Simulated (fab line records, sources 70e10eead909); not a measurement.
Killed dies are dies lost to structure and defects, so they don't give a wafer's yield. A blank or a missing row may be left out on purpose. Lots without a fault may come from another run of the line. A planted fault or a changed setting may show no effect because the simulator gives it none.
Which tool did it? | flow nand_harc | 12 lots, 34 wafers sampled, at 6 steps of a route of 1159

WHAT THE GAUGES READ, wafer by wafer
NHARC_A_ONON_D1_THK_MEAS_21: measures by ellipsometry. Usual: thk_nm 999 nm, standard deviation 8.3.
lot  | measured     | on            | thk_nm (nm)    | flag
L435 | day 8 09:34  | film_metro-02 | 1006 1003 1006 |
L436 | day 8 09:35  | film_metro-01 | 1000 1002 1001 |
L437 | day 8 14:41  | film_metro-02 | 998 999 1001   |
L438 | day 8 22:52  | film_metro-02 | 983 983 984    |
L439 | day 8 22:52  | film_metro-01 | 986 987 987    |
L440 | day 9 02:44  | film_metro-02 | 1010 1011 1010 |
L443 | day 9 15:05  | film_metro-01 | 991 990 992    |
L449 | day 11 04:56 | film_metro-02 | 998 1000 997   |
L448 | day 11 04:56 | film_metro-01 | 999 997 998    |
L447 | day 11 04:55 | film_metro-02 | 1006 1008 1008 |
L456 | day 13 12:52 | film_metro-01 | 1640 1639      | OFF
L458 | day 14 02:20 | film_metro-02 | 993 1639       | OFF

NHARC_END_SORT_01. Usual: killed_at_array 21, standard deviation 8.9; killed_at_other 0.8, standard deviation 1.3; killed_at_periphery 3.6, standard deviation 2.4; killed_dies 26, standard deviation 8.9; killed_open 3.1, standard deviation 1.8; killed_short 1.9, standard deviation 1.3.
lot  | measured     | on        | killed_at_array | killed_at_other | killed_at_periphery | killed_dies | killed_open | killed_short | flag
L447 | day 23 02:58 | prober-02 | 13              | 1               | 5                   | 19          | 6           | 2            |
L456 | day 24 10:54 | prober-01 | 675 670         | 1 1             | 1 6                 | 677 677     | 2 3         | 3 3          | OFF
L458 | day 24 23:16 | prober-01 | 15 674          | 0 0             | 6 3                 | 21 677      | 2 5         | 2 0          | OFF

WHICH TOOL RAN EACH LOT (tool, then ch and the chambers of the sampled wafers, then the start)
lot  | NHARC_P_BONDPAD_ACTIVATE_29       | NHARC_A_ZERO_WELL_DESCUM_12       | NHARC_A_ZERO_WELL_ETCH_13       | NHARC_A_ONON_D1_DEP_19
L435 | rie_diel-08 ch 0,2, day 6 18:40   | rie_diel-09 ch 0,2,3, day 6 19:58 | rie_si-03 ch 0,1, day 6 20:10   | pecvd_onon-03 ch 0, day 8 09:07
L436 | rie_diel-08 ch 0,1,3, day 7 01:24 | rie_diel-12 ch 0,1, day 7 02:43   | rie_si-03 ch 0,2,3, day 7 02:56 | pecvd_onon-01 ch 0, day 8 09:07
L437 | rie_diel-08 ch 0,2,3, day 7 05:20 | rie_diel-12 ch 0,2, day 7 06:37   | rie_si-02 ch 1,2,3, day 7 06:50 | pecvd_onon-01 ch 0, day 8 14:13
L438 | rie_diel-08 ch 0,1,3, day 7 11:08 | rie_diel-04 ch 0,3, day 7 12:32   | rie_si-02 ch 0,2, day 7 12:44   | pecvd_onon-02 ch 0, day 8 22:25
L439 | rie_diel-13 ch 0,1,3, day 7 14:17 | rie_diel-12 ch 0,1,3, day 7 15:34 | rie_si-04 ch 1,2, day 7 15:46   | pecvd_onon-03 ch 0, day 8 22:25
L440 | rie_diel-13 ch 0,3, day 7 17:14   | rie_diel-04 ch 0,2,3, day 7 18:40 | rie_si-02 ch 2,3, day 7 18:52   | pecvd_onon-03 ch 0, day 9 02:20
L443 | rie_diel-08 ch 0,1, day 8 07:25   | rie_diel-09 ch 0,1, day 8 08:48   | rie_si-03 ch 1,3, day 8 09:01   | pecvd_onon-02 ch 0, day 9 14:38
L449 | rie_diel-08 ch 0,1,3, day 9 18:47 | rie_diel-04 ch 0,1,3, day 9 20:10 | rie_si-03 ch 0,2,3, day 9 20:26 | pecvd_onon-03 ch 0, day 11 04:29
L448 | rie_diel-08 ch 0,2, day 9 20:05   | rie_diel-09 ch 0,1,3, day 9 21:22 | rie_si-04 ch 0,1, day 9 21:34   | pecvd_onon-02 ch 0, day 11 04:25
L447 | rie_diel-08 ch 1,2,3, day 9 20:34 | rie_diel-09 ch 0,1,2, day 9 21:58 | rie_si-03 ch 0,2,3, day 9 22:14 | pecvd_onon-01 ch 0, day 11 04:25
L456 | rie_diel-08 ch 0, day 12 01:40    | rie_diel-12 ch 2,3, day 12 02:59  | rie_si-04 ch 0,1, day 12 03:13  | pecvd_onon-03 ch 0, day 13 12:32
L458 | rie_diel-08 ch 0,1, day 12 16:52  | rie_diel-12 ch 0,3, day 12 18:15  | rie_si-02 ch 2,3, day 12 18:28  | pecvd_onon-03 ch 0, day 14 02:03
- NHARC_P_BONDPAD_ACTIVATE_29: chemistry N2, time 60 s.
- NHARC_A_ZERO_WELL_DESCUM_12: chemistry O2, time 3 s.
- NHARC_A_ZERO_WELL_ETCH_13: etches the open film in HBr/Cl2, target depth 120 nm, time 40.1 s.
- NHARC_A_ONON_D1_DEP_19: target thk 1000 nm.

WHAT THE TOOLS THEMSELVES READ (means of the sampled wafers that have a number; where no wafer has one, the mark that the record gives instead)
NHARC_P_BONDPAD_ACTIVATE_29. Usual: drypump_motor_current_A 6.0 A, standard deviation 0.42; mfc_ar_sccm 0.0024 sccm, standard deviation 0.0028; oes_product_au 0.999 a.u., standard deviation 0.0091; rf_vpp_V 64.0 V, standard deviation 0.85; showerhead_plenum_p_Torr 1.75 Torr, standard deviation 0.065.
lot  | tool        | drypump_motor_current_A (A) | mfc_ar_sccm (sccm) | oes_product_au (a.u.) | rf_vpp_V (V) | showerhead_plenum_p_Torr (Torr) | flag
L435 | rie_diel-08 | 5.9                         | 0.0021             | 1.002                 | 64.0         | 1.81                            |
L436 | rie_diel-08 | 6.2                         | 0.0034             | 0.993                 | 63.8         | 1.74                            |
L437 | rie_diel-08 | 5.9                         | 0.0021             | 1.004                 | 64.0         | 1.77                            |
L438 | rie_diel-08 | 6.2                         | 0.0034             | 1.000                 | 64.5         | 1.74                            |
L439 | rie_diel-13 | 5.5                         | 0.0022             | 1.003                 | 64.8         | 1.76                            |
L440 | rie_diel-13 | 5.7                         | 0.0022             | 1.004                 | 63.6         | 1.71                            |
L443 | rie_diel-08 | 6.1                         | 0.0055             | 1.003                 | 64.1         | 1.78                            |
L449 | rie_diel-08 | 6.2                         | 0.0034             | 0.989                 | 63.8         | 1.74                            |
L448 | rie_diel-08 | 5.9                         | 0.0021             | 0.993                 | 64.5         | 1.81                            |
L447 | rie_diel-08 | 6.2                         | 0.0013             | 0.993                 | 64.0         | 1.73                            |
L456 | rie_diel-08 | 5.8                         | 0.0063             | 1.007                 | 64.9         | 1.82                            |
L458 | rie_diel-08 | 6.3                         | 0.0051             | 1.002                 | 64.5         | 1.77                            |

NHARC_A_ZERO_WELL_DESCUM_12. Usual: drypump_motor_current_A 5.6 A, standard deviation 0.48; mfc_ar_sccm 0.013 sccm, standard deviation 0.015; oes_product_au 0.995 a.u., standard deviation 0.0081; rf_vpp_V 57.6 V, standard deviation 0.94; showerhead_plenum_p_Torr 1.86 Torr, standard deviation 0.071; throttle_valve_pct 11.312 %, standard deviation 0.0098.
lot  | tool        | drypump_motor_current_A (A) | mfc_ar_sccm (sccm) | oes_product_au (a.u.) | rf_vpp_V (V) | showerhead_plenum_p_Torr (Torr) | throttle_valve_pct (%) | flag
L435 | rie_diel-09 | 5.9                         | 0.011              | 1.000                 | 57.8         | 1.84                            | 11.320                 |
L436 | rie_diel-12 | 5.7                         | 0.009              | 0.991                 | 57.6         | 1.87                            | 11.303                 |
L437 | rie_diel-12 | 5.4                         | 0.017              | 0.997                 | 57.6         | 1.82                            | 11.312                 |
L438 | rie_diel-04 | 6.2                         | 0.004              | 1.000                 | 56.8         | 1.87                            | 11.307                 |
L439 | rie_diel-12 | 5.5                         | 0.009              | 1.003                 | 58.3         | 1.87                            | 11.307                 |
L440 | rie_diel-04 | 6.0                         | 0.013              | 1.002                 | 58.1         | 1.87                            | 11.309                 |
L443 | rie_diel-09 | 5.1                         | 0.016              | 0.992                 | 58.2         | 1.93                            | 11.314                 |
L449 | rie_diel-04 | 5.8                         | 0.016              | 0.996                 | 57.9         | 1.90                            | 11.306                 |
L448 | rie_diel-09 | 5.5                         | 0.008              | 0.990                 | 58.1         | 1.89                            | 11.317                 |
L447 | rie_diel-09 | 5.6                         | 0.019              | 0.994                 | 57.6         | 1.88                            | 11.302                 |
L456 | rie_diel-12 | 5.2                         | 0.000              | 0.992                 | 56.8         | 1.84                            | 11.309                 |
L458 | rie_diel-12 | 5.2                         | 0.013              | 1.008                 | 56.3         | 1.86                            | 11.320                 |

NHARC_A_ZERO_WELL_ETCH_13. Usual: drypump_motor_current_A 5.9 A, standard deviation 0.56; oes_product_au 0.997 a.u., standard deviation 0.0095; throttle_valve_pct 26.404 %, standard deviation 0.0095.
lot  | tool      | drypump_motor_current_A (A) | oes_product_au (a.u.) | throttle_valve_pct (%) | flag
L435 | rie_si-03 | 5.9                         | 1.001                 | 26.408                 |
L436 | rie_si-03 | 6.6                         | 1.007                 | 26.404                 |
L437 | rie_si-02 | 5.7                         | 0.991                 | 26.405                 |
L438 | rie_si-02 | 5.9                         | 1.001                 | 26.406                 |
L439 | rie_si-04 | 6.2                         | 0.999                 | 26.392                 |
L440 | rie_si-02 | 6.1                         | 0.993                 | 26.405                 |
L443 | rie_si-03 | 6.4                         | 0.981                 | 26.403                 |
L449 | rie_si-03 | 6.6                         | 0.997                 | 26.395                 |
L448 | rie_si-04 | 5.6                         | 0.999                 | 26.411                 |
L447 | rie_si-03 | 6.6                         | 0.999                 | 26.403                 |
L456 | rie_si-04 | 5.4                         | 0.996                 | 26.404                 |
L458 | rie_si-02 | 6.1                         | 0.998                 | 26.407                 |

NHARC_A_ONON_D1_DEP_19. Usual: n2o_flow_sccm 1999 sccm, standard deviation 5.3.
lot  | tool          | n2o_flow_sccm (sccm) | flag
L435 | pecvd_onon-03 | 1998                 |
L436 | pecvd_onon-01 | 2002                 |
L437 | pecvd_onon-01 | 2003                 |
L438 | pecvd_onon-02 | 1992                 |
L439 | pecvd_onon-03 | 2001                 |
L440 | pecvd_onon-03 | 1998                 |
L443 | pecvd_onon-02 | 1997                 |
L449 | pecvd_onon-03 | 2003                 |
L448 | pecvd_onon-02 | 1993                 |
L447 | pecvd_onon-01 | 1993                 |
L456 | pecvd_onon-03 | 2000                 |
L458 | pecvd_onon-03 | 2002                 |

THE ANSWER, worked out from the rows above alone
Rule: a lot is off if the mean of its wafers that have a number lies more than 3 standard deviations from the usual mean. A lot without any number at a reading at which 4 lots or more have one is off too. The other lots that the step has rows for count as sound. The gauges are gone through in route order, then the tools' own readings, and for those a lot's mean is taken as printed above. The first step at which some lot is off is used, and at that step the reading that is off furthest; a lot without a number counts as furthest.
Off: L456, L458, at NHARC_A_ONON_D1_THK_MEAS_21 (thk_nm).
A tool fits if, at a process step before that reading, it ran every lot that is off, and no sound lot after the first of them. The gauges at NHARC_A_ONON_D1_THK_MEAS_21 aren't tried: what is off there is off at NHARC_END_SORT_01 too, on other tools, and a gauge's error can't cause that. Can't be told from this: 3 tools fit, rie_diel-08 at NHARC_P_BONDPAD_ACTIVATE_29, rie_diel-12 at NHARC_A_ZERO_WELL_DESCUM_12, pecvd_onon-03 at NHARC_A_ONON_D1_DEP_19.

WHAT THE SIMULATOR HAD PUT IN
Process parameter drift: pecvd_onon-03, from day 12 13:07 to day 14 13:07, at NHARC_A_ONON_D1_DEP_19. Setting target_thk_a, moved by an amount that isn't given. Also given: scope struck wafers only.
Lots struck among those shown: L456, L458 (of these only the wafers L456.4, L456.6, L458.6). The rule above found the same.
